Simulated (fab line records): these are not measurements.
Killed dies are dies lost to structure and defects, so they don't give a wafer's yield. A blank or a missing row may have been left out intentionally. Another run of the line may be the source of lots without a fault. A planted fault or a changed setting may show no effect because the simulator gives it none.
fab line records	flow n5_finfet
record: lots: 10	wafers: 28	last_day: 18
route steps=1938 shown FIN_SAQP@134 BEOL_M4@1111 PASSIVATION@1936
lots untouched by any fault: they come from a run of this same line in which no faults occurred
start_h: hours from the record's first day to the start of the lot's first wafer shown	wait_h: how many hours have passed since the lot's step before this one	" same as the row above	L1.1+2: several wafers, shown together as one row	- no value present, or no start provided	* or withheld: withheld	< > ~ a bound
route shown NAME@n: names a module that has steps shown in the file, with the first one's number in the route	usual: average and standard deviation across the fault-free wafers	same: alike in all rows	chamber/n: place in a boat	sites: the reading at each site	_std_site: standard deviation across them	_edge_site: mean of outer sites minus mean of inner sites	radius_mm: how far each site lies from the wafer's centre	mask NAME#n: copy n	behind: the last tool/chamber to shape the wafer	hold: reason for holding the lot/hours on hold/outcome of the hold	device: names the non-switching transistor (n, p or np)	end of line: at the end of the route, the tests of the same wafers	a step given without rows: its recipe and nothing more	killed: the dies lost at the first sort to structure and to defects; this is not the yield of the wafer	map: the dies of a wafer, with x for killed, . for not killed, _ for no die there
set.NAME: the setting that was run; set.NAME@STEP: the one run at that earlier step	model.NAME: the simulator's own value behind a step, which no gauge read
steps of the route over a sample of lots; a table a step, a row a wafer
services: from which hour (start_h, from the record's first day; less than 0 if before it) a tool's chamber was out of use, for how many hours, and why
== steps ==
step: N5_FIN_SAQP_ETCH_69
recipe: chemistry: N2/H2	target: SOC	target_depth_a: 1500	stop_on: SiNx	ion_energy_ev: 100	bias_w: 61	pressure_mtorr: 30	source_w: 850	n2_flow_sccm: 200	h2_flow_sccm: 200
usual: drypump_motor_current_A: 5.6/0.51	oes_product_au: 0.73/0.065	rf_vpp_V: 240.6/1.4	showerhead_plenum_p_Torr: 2.54/0.087	throttle_valve_pct: 17.76/0.25
lot.wafer	tool	chamber	start_h	wait_h	drypump_motor_current_A	oes_product_au	rf_hours_counter_h	rf_vpp_V	showerhead_plenum_p_Torr	throttle_valve_pct
L193.4	rie_diel-03	2	24.53	-	4.7	0.71	-	240.3	2.53	17.86
L193.5	"	3	"	"	6.5	0.82	-	238.7	2.47	18.02
L193.6	"	1	"	"	5.4	0.71	-	239.0	2.49	17.58
L194.3	rie_diel-05	0	31.96	-	5.2	0.73	133	239.9	2.54	17.38
L194.4	"	1	"	"	5.4	0.75	132	241.7	2.53	17.68
L194.5	"	2	"	"	6.2	0.75	-	239.6	2.45	18.08
L198.1	rie_diel-01	2	56.22	-	5.5	0.71	230	238.6	2.40	17.61
L198.3	"	3	"	"	5.7	0.67	220	240.0	2.51	17.78
L198.4	"	2	"	"	5.5	0.71	-	238.2	2.40	17.60
L199.1	rie_diel-01	3	62.66	-	5.7	0.66	223	241.3	2.51	17.78
L199.2	"	1	"	"	5.9	0.75	133	241.0	2.64	17.80
L199.5	"	1	"	"	6.0	0.74	-	242.6	2.64	17.82
L202.5	rie_diel-05	0	78.93	-	5.2	0.71	-	242.7	2.53	17.43
L202.6	"	1	"	"	5.4	0.73	-	241.2	2.52	17.71
L203.3	rie_diel-05	0	85.22	-	5.2	0.72	155	240.4	2.53	17.42
L203.4	"	1	"	"	5.4	0.73	153	240.9	2.52	17.70
L203.6	"	1	"	"	5.4	0.73	-	241.7	2.52	17.71
L204.1	rie_diel-05	1	92.52	-	5.4	0.73	156	239.8	2.52	17.72
L204.5	"	1	"	"	5.4	0.73	-	241.7	2.52	17.71
L208.3	rie_diel-03	2	115.45	-	4.7	0.69	223	240.4	2.52	17.88
L208.5	"	2	"	"	4.7	0.69	-	241.1	2.52	17.89
L208.6	"	3	"	"	6.4	0.78	-	239.8	2.46	18.08
L214.1	rie_diel-01	0	151.37	-	6.0	0.69	200	242.6	2.63	17.92
L214.5	"	1	"	"	5.9	0.71	-	242.7	2.63	17.87
L214.6	"	0	"	"	6.0	0.69	-	242.2	2.63	17.93
L215.1	rie_diel-01	2	157.45	-	5.6	0.94	9	241.8	2.71	17.26
L215.2	"	3	"	"	5.8	0.91	2	239.7	2.49	17.34
L215.4	"	1	"	"	5.9	0.71	173	241.4	2.63	17.88
step: N5_FIN_SAQP_RECESS_71
recipe: chemistry: HF/NH3	target: SiO2	target_depth_a: 30	afs_cycles: 1	temp_c: 30	sublimation_temp_c: 180	sublimation_time_s: 60
usual: drypump_motor_current_A: 5.6/0.67
lot.wafer	tool	chamber	start_h	wait_h	drypump_motor_current_A
L193.4	vapor_etch-01	0	24.70	0.1	5.4
L193.5	"	0	"	"	5.4
L193.6	"	1	"	"	6.7
L194.3	vapor_etch-01	0	32.17	0.1	5.4
L194.4	"	1	"	"	6.7
L194.5	"	0	"	"	5.4
L198.1	vapor_etch-01	1	56.38	0.0	6.7
L198.3	"	1	"	"	6.7
L198.4	"	0	"	"	5.4
L199.1	vapor_etch-02	1	62.82	0.0	4.8
L199.2	"	0	"	"	5.6
L199.5	"	0	"	"	5.6
L202.5	vapor_etch-02	0	79.14	0.1	5.6
L202.6	"	1	"	"	4.8
L203.3	vapor_etch-01	1	85.42	0.1	6.7
L203.4	"	0	"	"	5.4
L203.6	"	0	"	"	5.4
L204.1	vapor_etch-01	0	92.68	0.0	5.4
L204.5	"	1	"	"	6.7
L208.3	vapor_etch-01	0	115.65	0.1	5.4
L208.5	"	1	"	"	6.7
L208.6	"	0	"	"	5.4
L214.1	vapor_etch-02	1	151.53	0.0	4.8
L214.5	"	0	"	"	5.6
L214.6	"	1	"	"	4.8
L215.1	vapor_etch-01	0	157.61	0.0	5.4
L215.2	"	1	"	"	6.7
L215.4	"	0	"	"	5.4
step: N5_FIN_SAQP_HM_OPEN_33
recipe: chemistry: CH3F/O2	target: SiNx	mask_material: SiO2	target_depth_a: 494	time_s: 70.6	pressure_mtorr: 30	source_w: 395	bias_w: 73	Ar_flow_sccm: 150	CH3F_flow_sccm: 30	O2_flow_sccm: 20	ion_energy_ev: 120	ends: cleared
usual: drypump_motor_current_A: 5.6/0.48	etch_rf_on_time_s: 69.5/1.9	oes_o_777_au: 0.75/0.065	oes_product_au: 0.63/0.051	rf_vpp_V: 295/7	showerhead_plenum_p_Torr: 2.00/0.069	throttle_valve_pct: 16.33/0.16
lot.wafer	tool	chamber	start_h	wait_h	drypump_motor_current_A	etch_rf_on_time_s	oes_o_777_au	oes_product_au	rf_hours_counter_h	rf_vpp_V	showerhead_plenum_p_Torr	throttle_valve_pct
L193.4	rie_diel-01	0	25.38	0.0	6.0	68.2	0.74	0.64	152	305	2.08	16.31
L193.5	"	3	"	"	5.7	71.7	0.70	0.59	-	301	1.97	16.31
L193.6	"	0	"	"	6.0	67.6	0.74	0.63	-	304	2.08	16.32
L194.3	rie_diel-03	2	32.89	0.1	4.7	67.6	0.72	0.61	210	292	1.97	16.29
L194.4	"	3	"	"	6.5	68.6	0.83	0.70	72	293	1.93	16.43
L194.5	"	3	"	"	6.5	69.0	0.83	0.71	-	293	1.94	16.43
L198.1	rie_diel-05	2	58.66	0.0	6.2	67.0	0.75	0.64	154	285	1.92	16.55
L198.3	"	1	"	"	5.4	70.0	0.75	0.63	144	293	1.99	16.38
L198.4	"	3	"	"	4.8	70.0	0.79	0.64	149	297	2.08	16.28
L199.1	rie_diel-01	0	65.01	0.0	6.0	69.1	0.72	0.62	164	305	2.07	16.33
L199.2	"	1	"	"	5.9	66.5	0.76	0.64	134	306	2.08	16.34
L199.5	"	1	"	"	5.9	69.7	0.76	0.64	-	307	2.08	16.33
L202.5	rie_diel-05	1	79.82	0.1	5.4	71.9	0.74	0.63	-	288	1.98	16.40
L202.6	"	0	"	"	5.2	70.5	0.72	0.62	-	287	2.00	16.12
L203.3	rie_diel-05	2	86.09	0.0	6.2	66.6	0.75	0.63	164	285	1.92	16.56
L203.4	"	1	"	"	5.4	69.5	0.75	0.63	154	291	1.98	16.41
L203.6	"	3	"	"	4.8	68.2	0.78	0.64	-	297	2.08	16.27
L204.1	rie_diel-05	0	93.60	0.1	5.2	72.1	0.72	0.61	157	287	1.99	16.12
L204.5	"	3	"	"	4.8	69.4	0.79	0.63	-	296	2.08	16.28
L208.3	rie_diel-03	3	116.33	0.0	6.4	68.4	0.79	0.68	104	294	1.92	16.49
L208.5	"	0	"	"	5.2	68.8	0.66	0.60	-	294	1.92	16.59
L208.6	"	1	"	"	5.4	69.8	1.00	0.82	-	295	1.97	15.85
L214.1	rie_diel-05	3	153.15	0.0	4.8	69.1	0.77	0.62	182	296	2.07	16.33
L214.5	"	3	"	"	4.8	70.8	0.77	0.62	-	296	2.07	16.34
L214.6	"	0	"	"	5.2	53.5	0.70	0.71	-	287	1.99	16.16
L215.1	rie_diel-03	2	158.53	0.1	4.7	68.0	0.70	0.59	241	294	1.96	16.36
L215.2	"	3	"	"	6.4	69.6	0.77	0.66	122	292	1.92	16.52
L215.4	"	0	"	"	5.2	72.5	0.89	0.79	5	299	2.17	16.17
step: N5_FIN_SAQP_HM_CD_35
recipe: target_cd_nm: 8	polarity: line
usual: cd_nm: 8.2/0.3
lot.wafer	tool	chamber	start_h	wait_h	cd_nm
L193.4	cd_sem-01	-	25.60	0.1	8.4
L193.5	"	-	"	"	8.2
L193.6	"	-	"	"	8.7
L194.3	cd_sem-03	-	33.11	0.1	8.3
L194.4	"	-	"	"	8.1
L194.5	"	-	"	"	9.0
L198.1	cd_sem-02	-	58.88	0.1	8.4
L198.3	"	-	"	"	8.4
L198.4	"	-	"	"	7.9
L199.1	cd_sem-03	-	65.24	0.1	8.1
L199.2	"	-	"	"	8.5
L199.5	"	-	"	"	8.5
L202.5	cd_sem-02	-	80.02	0.0	8.2
L202.6	"	-	"	"	8.0
L203.3	cd_sem-02	-	86.32	0.1	8.2
L203.4	"	-	"	"	7.9
L203.6	"	-	"	"	8.3
L204.1	cd_sem-03	-	93.81	0.1	8.3
L204.5	"	-	"	"	8.3
L208.3	cd_sem-03	-	116.55	0.1	8.0
L208.5	"	-	"	"	7.9
L208.6	"	-	"	"	8.2
L214.1	cd_sem-02	-	153.37	0.1	7.9
L214.5	"	-	"	"	8.2
L214.6	"	-	"	"	8.7
L215.1	cd_sem-02	-	158.74	0.1	7.8
L215.2	"	-	"	"	8.3
L215.4	"	-	"	"	7.9
step: N5_BEOL_M4_RC_MEAS_101
usual: DIBL_N: 37.0/2.3	DIBL_P: 37.3/2.8	IOFF_N: 0.17/0.046	IOFF_P: 0.23/0.054	ION_N: 675/14	ION_P: 460/9.3	SS_N: 71.7/0.73	SS_P: 73.6/0.95	VT_N: 249/3.9	VT_P: -250/3.9
lot.wafer	tool	chamber	start_h	wait_h	DIBL_N[mV/V]	DIBL_P[mV/V]	IOFF_N[nA/um]	IOFF_P[nA/um]	ION_N[uA/um]	ION_P[uA/um]	SS_N[mV/dec]	SS_P[mV/dec]	VT_N[mV]	VT_P[mV]
L193.4	prober-02	0	167.30	0.5	40.3	40.9	0.23	0.31	680	471	72.2	74.8	243	-246
L193.5	"	0	"	"	37.1	35.4	0.15	0.21	676	464	71.3	73.7	251	-251
L193.6	"	0	"	"	43.8	44.8	0.36	0.42	712	478	73.7	76.2	240	-243
L194.3	prober-02	0	170.31	0.3	37.4	37.6	0.19	0.22	677	457	72.1	73.7	250	-249
L194.4	"	0	"	"	36.8	37.4	0.17	0.22	667	453	71.1	75.0	249	-251
L194.5	"	0	"	"	39.6	40.9	0.25	0.29	688	457	72.2	76.1	245	-248
L199.1	prober-02	0	200.18	0.0	35.3	36.6	0.15	0.19	670	458	71.4	73.1	253	-255
L199.2	"	0	"	"	38.5	39.5	0.22	0.25	703	474	72.1	73.8	245	-251
L199.5	"	0	"	"	39.3	40.8	0.23	0.27	706	471	72.3	74.8	248	-249
L198.1	prober-01	0	201.22	0.0	36.5	38.2	0.19	0.25	691	469	72.1	73.1	246	-247
L198.3	"	0	"	"	34.8	36.0	0.14	0.21	653	455	71.9	71.4	251	-248
L198.4	"	0	"	"	40.1	43.2	0.28	0.37	701	483	72.7	74.5	242	-242
L202.5	prober-02	0	222.87	0.6	35.7	35.0	0.15	0.23	677	468	71.5	73.0	250	-246
L202.6	"	0	"	"	41.2	42.4	0.27	0.37	700	473	73.1	74.4	244	-243
L203.3	prober-01	0	225.68	0.3	34.9	32.9	0.14	0.19	681	474	71.4	73.1	250	-248
L203.4	"	0	"	"	34.1	32.0	0.11	0.18	654	455	71.5	72.2	257	-250
L203.6	"	0	"	"	34.6	33.9	0.12	0.20	669	466	71.9	72.5	254	-250
L204.1	prober-01	0	235.41	0.0	37.4	35.9	0.17	0.19	670	458	71.4	73.9	247	-251
L204.5	"	0	"	"	37.1	36.5	0.15	0.20	650	450	71.0	72.9	252	-251
L208.3	prober-01	0	275.61	0.3	36.8	37.9	0.16	0.22	677	459	71.4	72.9	249	-250
L208.5	"	0	"	"	39.9	41.1	0.19	0.27	679	466	72.4	74.2	248	-249
L208.6	"	0	"	"	36.6	36.6	0.16	0.19	673	457	71.0	73.1	248	-252
L214.1	prober-01	0	308.46	0.0	37.8	36.6	0.16	0.20	677	459	71.3	73.3	250	-256
L214.5	"	0	"	"	38.4	36.6	0.16	0.21	656	444	71.8	72.9	253	-252
L214.6	"	0	"	"	40.4	38.7	0.22	0.24	668	451	72.2	73.2	247	-253
L215.1	prober-02	0	319.71	0.0	37.7	38.9	0.19	0.28	670	460	72.9	73.9	249	-247
L215.2	"	0	"	"	40.0	40.9	0.24	0.30	696	474	73.1	74.6	244	-245
L215.4	"	0	"	"	35.8	37.0	0.15	0.23	677	471	71.6	73.2	250	-248
step: N5_PASSIVATION_PROBE_49
usual: defect_limited_yield: 91.5/1.3	killed_at_M0_to_M3: 36/10	killed_at_M4_up: 13/4.7	killed_at_contacts: 13/6.7	killed_at_front_end: 37/9.7	killed_at_other: 2.6/2.3	killed_dies: 101/15	killed_open: 67/12	killed_short: 32/6.7	sort_bin_4_leakage: 0.0/0.31	sort_bin_5_function: 5.0/0.89	sort_bin_6_memory: 3.2/0.63	sort_bin_8_speed: 0.01/0.03	sort_n_pass: 1079/16	sort_yield_pct: 91.4/1.4
same: gross_dies: 1180	killed_at_back_side: 0
lot.wafer	tool	chamber	start_h	wait_h	defect_limited_yield[%]	killed_at_M0_to_M3	killed_at_M4_up	killed_at_contacts	killed_at_front_end	killed_at_other	killed_dies	killed_open	killed_short	sort_bin_4_leakage[%]	sort_bin_5_function[%]	sort_bin_6_memory[%]	sort_bin_8_speed[%]	sort_n_pass	sort_yield_pct[%]
L194.3	prober-02	-	285.43	0.1	91.8	57	10	6	23	1	97	70	26	0	5.2	3.0	0	1083	91.8
L194.4	prober-02	-	285.48	0.2	89.3	55	22	6	40	3	126	71	53	0	6.8	3.6	0	1054	89.3
L194.5	prober-02	-	285.53	0.2	89.3	56	22	8	35	5	126	76	47	0.1	6.4	4.1	0	1053	89.2
L193.4	prober-02	-	285.78	0.2	88.9	56	13	15	44	3	131	85	44	0	6.0	4.7	0	1049	88.9
L193.5	prober-02	-	285.83	0.3	90.4	51	18	9	34	1	113	73	32	0	5.1	3.6	0	1067	90.4
L193.6	prober-02	-	285.88	0.3	90.3	37	11	16	50	0	114	85	25	3.6	6.3	3.3	0	1023	86.7
L199.1	prober-02	-	309.42	0.0	91.1	26	12	22	45	0	105	80	24	0	5.0	3.5	0	1075	91.1
L199.2	prober-02	-	309.47	0.1	90.9	35	10	10	45	7	107	64	42	0	4.7	4.2	0	1073	90.9
L199.5	prober-02	-	309.62	0.2	89.7	43	22	12	43	1	121	81	39	0	6.0	3.8	0	1059	89.7
L198.1	prober-02	-	313.49	0.0	92.6	30	16	11	29	1	87	55	31	0	4.3	2.7	0	1093	92.6
L198.3	prober-02	-	313.59	0.1	91.7	45	2	9	39	3	98	59	34	0	5.1	3.0	0	1082	91.7
L198.4	prober-02	-	313.64	0.2	91.9	38	9	6	40	3	96	53	42	0.3	5.4	2.3	0	1081	91.6
L202.5	prober-02	-	336.02	0.2	91.4	26	13	8	54	1	102	70	27	0	3.9	4.0	0	1078	91.4
L202.6	prober-02	-	336.07	0.3	90.8	37	8	18	44	1	108	72	36	0	5.5	3.6	0	1072	90.8
L203.3	prober-02	-	343.10	0.1	93.1	33	9	4	32	4	82	52	29	0	4.7	1.9	0	1098	93.1
L203.4	prober-02	-	343.15	0.2	91.4	42	9	12	37	1	101	69	32	0	5.0	3.1	0	1079	91.4
L203.6	prober-02	-	343.25	0.3	91.2	45	11	9	35	4	104	62	40	0	5.1	3.1	0	1076	91.2
L204.1	prober-02	-	349.39	0.0	92.1	32	14	13	33	1	93	68	21	0	5.7	2.2	0	1087	92.1
L204.5	prober-02	-	349.59	0.2	91.2	32	22	15	35	0	104	71	31	0	4.7	3.7	0	1076	91.2
L208.3	prober-01	-	383.21	0.1	88.6	46	27	12	45	4	134	88	46	0	6.7	4.3	0	1046	88.6
L208.5	prober-01	-	383.31	0.2	90.7	24	10	26	44	6	110	73	34	0	5.5	3.6	0	1070	90.7
L208.6	prober-01	-	383.36	0.3	91.2	30	19	16	31	8	104	62	40	0	4.2	4.1	0	1076	91.2
L214.1	prober-02	-	415.81	0.0	90.6	24	8	13	65	1	111	82	28	0	5.5	3.5	0	1069	90.6
L214.5	prober-02	-	416.01	0.2	90.5	30	12	11	50	9	112	77	33	0	5.7	3.3	0	1068	90.5
L214.6	prober-02	-	416.06	0.3	91.9	33	15	18	26	4	96	64	29	0	4.0	3.9	0	1084	91.9
L215.1	prober-02	-	439.10	0.0	89.9	31	11	22	49	6	119	89	29	0	6.6	3.1	0	1061	89.9
L215.2	prober-02	-	439.15	0.1	89.0	50	9	19	50	2	130	93	34	0	6.0	4.7	0	1050	89.0
L215.4	prober-02	-	439.25	0.2	90.3	34	16	25	35	5	115	82	30	0	5.4	3.8	0.08	1065	90.3
killed by level:class
L194.3 BEOL_M3:geometric_particle:open=24 BEOL_M0_SAQP:geometric_particle:open=13 BEOL_M0_SAQP:geometric_particle:short=12 FIN_SAQP:geometric_particle:open=8 BEOL_M4:geometric_particle:open=6 BEOL_M1:geometric_particle:open=5 MOL_CONTACT_COAG:geometric_particle:open=4 DUMMY_GATE:geometric_particle:open=3
L194.4 FIN_SAQP:geometric_particle:short=14 FIN_SAQP:geometric_particle:open=13 BEOL_M0_SAQP:geometric_particle:short=13 BEOL_M0_SAQP:geometric_particle:open=11 BEOL_M3:geometric_particle:open=11 BEOL_M4:geometric_particle:open=9 MOL_CONTACT_COAG:geometric_particle:open=6 BEOL_M3:geometric_particle:short=6
L194.5 BEOL_M0_SAQP:geometric_particle:short=12 BEOL_M0_SAQP:geometric_particle:open=12 BEOL_M4:geometric_particle:open=11 BEOL_M3:geometric_particle:open=9 BEOL_M1:geometric_particle:short=8 BEOL_M1:geometric_particle:open=8 FIN_SAQP:geometric_particle:short=7 FIN_SAQP:geometric_particle:open=7
L193.4 MOL_CONTACT_COAG:geometric_particle:open=11 BEOL_M1:geometric_particle:open=11 BEOL_M2:geometric_particle:open=11 FIN_SAQP:geometric_particle:open=8 STI_FIN_REVEAL:geometric_particle:open=8 BEOL_M3:geometric_particle:open=8 FIN_SAQP:geometric_particle:short=7 BEOL_M2:geometric_particle:short=7
L193.5 BEOL_M1:geometric_particle:open=14 MOL_CONTACT_COAG:geometric_particle:open=9 STI_FIN_REVEAL:geometric_particle:open=8 BEOL_M0_SAQP:geometric_particle:short=8 BEOL_M0_SAQP:geometric_particle:open=7 FIN_SAQP:geometric_particle:open=6 BEOL_M2:geometric_particle:open=6 HKMG_FIN:area_etch=6
L193.6 STI_FIN_REVEAL:geometric_particle:open=13 MOL_CONTACT_COAG:geometric_particle:open=13 FIN_SAQP:geometric_particle:short=10 BEOL_M2:geometric_particle:open=10 FIN_SAQP:geometric_particle:open=8 BEOL_M1:geometric_particle:open=7 BEOL_M3:geometric_particle:open=7 BEOL_M0_SAQP:geometric_particle:short=6
L199.1 MOL_CONTACT_COAG:geometric_particle:open=18 FIN_SAQP:geometric_particle:open=14 BEOL_M1:geometric_particle:open=8 BEOL_M2:geometric_particle:open=7 DUMMY_GATE:geometric_particle:open=5 BEOL_M3:geometric_particle:open=5 FIN_SAQP:geometric_particle:short=4 MOL_CONTACT_COAG:geometric_particle:short=4
L199.2 FIN_SAQP:geometric_particle:open=15 FIN_SAQP:geometric_particle:short=12 BEOL_M0_SAQP:geometric_particle:short=9 MOL_CONTACT_COAG:geometric_particle:open=8 BEOL_M0_SAQP:geometric_particle:open=7 BEOL_M1:geometric_particle:open=6 BEOL_M3:geometric_particle:open=6 STI_FIN_REVEAL:geometric_particle:open=5
L199.5 FIN_SAQP:geometric_particle:open=14 BEOL_M0_SAQP:geometric_particle:open=11 MOL_CONTACT_COAG:geometric_particle:open=9 BEOL_M0_SAQP:geometric_particle:short=9 BEOL_M3:geometric_particle:open=9 BEOL_M4:geometric_particle:open=8 BEOL_M2:geometric_particle:open=6 BEOL_M4:geometric_particle:short=6
L198.1 BEOL_M0_SAQP:geometric_particle:short=16 MOL_CONTACT_COAG:geometric_particle:open=10 BEOL_M0_SAQP:geometric_particle:open=8 BEOL_M4:geometric_particle:open=5 BEOL_M6:geometric_particle:open=4 STI_FIN_REVEAL:geometric_particle:open=4 DUMMY_GATE:geometric_particle:short=4 DUMMY_GATE:geometric_particle:open=4
L198.3 BEOL_M0_SAQP:geometric_particle:open=13 BEOL_M0_SAQP:geometric_particle:short=12 BEOL_M3:geometric_particle:open=10 FIN_SAQP:geometric_particle:short=8 STI_FIN_REVEAL:geometric_particle:open=8 FIN_SAQP:geometric_particle:open=5 DUMMY_GATE:geometric_particle:open=5 MOL_CONTACT_COAG:geometric_particle:short=5
L198.4 BEOL_M0_SAQP:geometric_particle:short=15 BEOL_M0_SAQP:geometric_particle:open=13 STI_FIN_REVEAL:geometric_particle:open=9 DUMMY_GATE:geometric_particle:short=6 DUMMY_GATE:geometric_particle:open=5 MOL_CONTACT_COAG:geometric_particle:open=5 STARTING-WAFER:geometric_particle:open=4 BEOL_M2:geometric_particle:open=3
L202.5 STI_FIN_REVEAL:geometric_particle:open=15 FIN_SAQP:geometric_particle:open=9 FIN_SAQP:geometric_particle:short=8 BEOL_M5:geometric_particle:open=8 MOL_CONTACT_COAG:geometric_particle:open=7 BEOL_M1:geometric_particle:open=6 BEOL_M2:geometric_particle:open=5 STI_FIN_REVEAL:geometric_particle:short=4
L202.6 MOL_CONTACT_COAG:geometric_particle:open=14 STI_FIN_REVEAL:geometric_particle:open=11 BEOL_M0_SAQP:geometric_particle:open=9 BEOL_M1:geometric_particle:open=9 FIN_SAQP:geometric_particle:open=6 FIN_SAQP:geometric_particle:short=5 BEOL_M0_SAQP:geometric_particle:short=5 MOL_CONTACT_COAG:geometric_particle:short=4
L203.3 BEOL_M2:geometric_particle:open=11 BEOL_M0_SAQP:geometric_particle:short=10 BEOL_M0_SAQP:geometric_particle:open=7 FIN_SAQP:geometric_particle:short=6 STI_FIN_REVEAL:geometric_particle:open=5 FIN_SAQP:geometric_particle:open=4 STARTING-WAFER:geometric_particle:open=4 GATE_CUT:geometric_particle:short=3
L203.4 BEOL_M0_SAQP:geometric_particle:short=14 MOL_CONTACT_COAG:geometric_particle:open=10 BEOL_M0_SAQP:geometric_particle:open=10 BEOL_M2:geometric_particle:open=10 FIN_SAQP:geometric_particle:open=9 STARTING-WAFER:geometric_particle:open=6 GATE_CUT:geometric_particle:open=5 FIN_SAQP:geometric_particle:short=4
L203.6 BEOL_M2:geometric_particle:open=13 BEOL_M0_SAQP:geometric_particle:short=12 FIN_SAQP:geometric_particle:open=8 BEOL_M0_SAQP:geometric_particle:open=8 FIN_SAQP:geometric_particle:short=6 MOL_CONTACT_COAG:geometric_particle:open=6 BEOL_M1:geometric_particle:open=6 STI_FIN_REVEAL:geometric_particle:open=5
L204.1 MOL_CONTACT_COAG:geometric_particle:open=11 STI_FIN_REVEAL:geometric_particle:open=10 BEOL_M0_SAQP:geometric_particle:open=7 BEOL_M1:geometric_particle:open=7 BEOL_M3:geometric_particle:open=6 BEOL_M4:geometric_particle:open=6 STI_FIN_REVEAL:geometric_particle:short=4 DUMMY_GATE:geometric_particle:open=4
L204.5 MOL_CONTACT_COAG:geometric_particle:open=11 BEOL_M1:geometric_particle:open=7 BEOL_M3:geometric_particle:open=7 STI_FIN_REVEAL:geometric_particle:open=6 GATE_CUT:geometric_particle:open=6 BEOL_M4:geometric_particle:open=5 DUMMY_GATE:geometric_particle:open=4 ILD0:geometric_particle:open=4
L208.3 BEOL_M4:geometric_particle:open=16 FIN_SAQP:geometric_particle:open=13 BEOL_M0_SAQP:geometric_particle:short=13 FIN_SAQP:geometric_particle:short=12 BEOL_M0_SAQP:geometric_particle:open=11 MOL_CONTACT_COAG:geometric_particle:open=9 BEOL_M3:geometric_particle:open=7 STI_FIN_REVEAL:geometric_particle:open=5
L208.5 MOL_CONTACT_COAG:geometric_particle:open=20 FIN_SAQP:geometric_particle:short=15 FIN_SAQP:geometric_particle:open=14 BEOL_M3:geometric_particle:open=7 MOL_CONTACT_COAG:geometric_particle:short=6 BEOL_M0_SAQP:geometric_particle:open=6 BEOL_M4:geometric_particle:open=5 STI_FIN_REVEAL:geometric_particle:open=4
L208.6 MOL_CONTACT_COAG:geometric_particle:open=12 BEOL_M4:geometric_particle:open=10 FIN_SAQP:geometric_particle:open=9 FIN_SAQP:geometric_particle:short=8 BEOL_M0:geometric_particle:open=7 BEOL_M0_SAQP:geometric_particle:short=7 BEOL_M0_SAQP:geometric_particle:open=6 BEOL_M4:geometric_particle:short=5
L214.1 STI_FIN_REVEAL:geometric_particle:open=31 MOL_CONTACT_COAG:geometric_particle:open=12 DUMMY_GATE:geometric_particle:open=9 FIN_SAQP:geometric_particle:open=7 BEOL_M1:geometric_particle:short=6 STI_FIN_REVEAL:geometric_particle:short=5 FIN_SAQP:geometric_particle:short=4 BEOL_M1:geometric_particle:open=4
L214.5 STI_FIN_REVEAL:geometric_particle:open=20 BEOL_M1:geometric_particle:open=9 MOL_CONTACT_COAG:geometric_particle:open=8 FIN_SAQP:geometric_particle:short=7 BEOL_M3:geometric_particle:open=6 BEOL_M1:geometric_particle:short=5 FIN_SAQP:geometric_particle:open=4 BEOL_M2:geometric_particle:open=4
L214.6 MOL_CONTACT_COAG:geometric_particle:open=13 BEOL_M4:geometric_particle:open=10 BEOL_M0_SAQP:geometric_particle:short=8 FIN_SAQP:geometric_particle:open=6 BEOL_M1:geometric_particle:open=6 BEOL_M3:geometric_particle:open=5 BEOL_M0_SAQP:geometric_particle:open=5 MOL_CONTACT_COAG:geometric_particle:short=4
L215.1 MOL_CONTACT_COAG:geometric_particle:open=19 FIN_SAQP:geometric_particle:open=16 BEOL_M1:geometric_particle:open=9 FIN_SAQP:geometric_particle:short=7 STI_FIN_REVEAL:geometric_particle:open=6 GATE_CUT:geometric_particle:short=6 BEOL_M0_SAQP:geometric_particle:open=6 BEOL_M2:geometric_particle:open=5
L215.2 FIN_SAQP:geometric_particle:open=19 BEOL_M1:geometric_particle:open=19 MOL_CONTACT_COAG:geometric_particle:open=16 FIN_SAQP:geometric_particle:short=8 BEOL_M0_SAQP:geometric_particle:open=8 BEOL_M1:geometric_particle:short=8 DUMMY_GATE:geometric_particle:open=6 STI_FIN_REVEAL:geometric_particle:open=5
L215.4 MOL_CONTACT_COAG:geometric_particle:open=19 STI_FIN_REVEAL:geometric_particle:open=9 BEOL_M0_SAQP:geometric_particle:open=7 BEOL_M0_SAQP:geometric_particle:short=7 MOL_CONTACT_COAG:geometric_particle:short=6 BEOL_M2:geometric_particle:open=6 BEOL_M5:geometric_particle:open=6 FIN_SAQP:geometric_particle:open=4
== services ==
tool	chamber	start_h	hours	kind
vapor_etch-02	-	13.46	0.6	repair
vapor_etch-01	1	18.15	1.1	repair
rie_diel-03	0	22.13	4.5	repair
rie_diel-03	-	37.29	15.6	pm
rie_diel-01	0	55.61	8.9	repair
rie_diel-03	2	62.77	34.7	repair
rie_diel-05	-	71.97	0.2	repair
rie_diel-01	2	91.24	11.0	repair
rie_diel-05	1	93.44	4.1	repair
rie_diel-03	1	97.59	-	clean
rie_diel-03	1	97.59	-	consumable_replace:focus_ring
rie_diel-03	1	97.59	16.3	scheduled_down
rie_diel-03	1	97.59	16.3	vent_cycle
rie_diel-01	2	119.57	-	clean
rie_diel-01	2	119.57	-	consumable_replace:focus_ring
rie_diel-01	2	119.57	-	consumable_replace:showerhead
rie_diel-01	2	119.57	18.6	scheduled_down
rie_diel-01	2	119.57	18.6	vent_cycle
rie_diel-03	0	123.05	-	clean
rie_diel-01	3	138.40	-	clean
rie_diel-01	3	138.40	-	consumable_replace:focus_ring
rie_diel-01	3	138.40	15.9	scheduled_down
rie_diel-01	3	138.40	15.9	vent_cycle
vapor_etch-01	-	151.30	2.8	pm
== key ==
first_sign: step: N5_FIN_SAQP_HM_OPEN_33	reading: etch_rf_on_time_s	direction: down	sigmas: 8.4	usual: *	struck: *
effect none on later readings
met_at N5_FIN_SAQP_HM_OPEN_33
struck_lots L214
struck_wafers L214.6
not_acting_at N5_FIN_SAQP_ETCH_69,N5_FIN_SAQP_RECESS_71,N5_FIN_SAQP_HM_CD_35
onset_between 93.60 153.15
fault: kind: process_parameter_drift	tool: rie_diel-05	chamber: 0	onset_h: 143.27	steps: N5_FIN_SAQP_HM_OPEN_33	channel: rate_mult	offset: 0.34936	shape: step	end_h: 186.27
